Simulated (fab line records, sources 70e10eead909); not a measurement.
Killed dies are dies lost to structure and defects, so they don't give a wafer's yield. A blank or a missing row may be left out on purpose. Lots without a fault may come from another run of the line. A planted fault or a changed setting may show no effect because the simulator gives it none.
Chamber matching | flow nand_harc | NHARC_HYBRID_BOND_ACTIVATE_00 on rie_diel-06: 4 sister chambers
The step chemistry N2, time 60 s. 4 wafers are shown with their chamber, then 10 later ones without.

WAFERS WITH THEIR CHAMBER
wafer  | chamber | showerhead_plenum_p_Torr (Torr)
L826.6 | 1       | 1.84
L828.5 | 0       | 1.73
L831.1 | 3       | 1.73
L831.5 | 2       | 1.68

WAFERS WITHOUT THEIR CHAMBER
wafer  | showerhead_plenum_p_Torr (Torr)
L831.6 | 1.84
L833.1 | 1.73
L833.3 | 1.72
L833.4 | 1.84
L835.3 | 1.73
L835.4 | 1.73
L835.5 | 1.73
L834.1 | 1.68
L834.2 | 1.73
L834.3 | 1.73

WHICH CHAMBER EACH WENT THROUGH
wafer  | from the rows above     | in truth
L831.6 | 1                       | 1
L833.1 | can't be placed: 0 or 3 | 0
L833.3 | can't be placed: 0 or 3 | 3
L833.4 | 1                       | 1
L835.3 | can't be placed: 0 or 3 | 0
L835.4 | can't be placed: 0 or 3 | 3
L835.5 | can't be placed: 0 or 3 | 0
L834.1 | 2                       | 2
L834.2 | can't be placed: 0 or 3 | 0
L834.3 | can't be placed: 0 or 3 | 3
Placed correctly: 3 of 10. Can't be placed from these rows: 7 (the true chamber is among the candidates in 7). Placed wrongly: 0.
How it was worked out, from the rows above alone: a wafer's distance from a chamber is the root of the sum, over the readings, of the square of ((its reading less the chamber's mean) divided by the reading's scatter). The wafer belongs to the nearest chamber; if the next one is less than 2 further off, it can't be placed. A chamber's mean is the mean of its shown wafers. The scatter: with one shown wafer a chamber, the root of the mean of the squares of how far each hidden wafer lies from its nearest shown one.
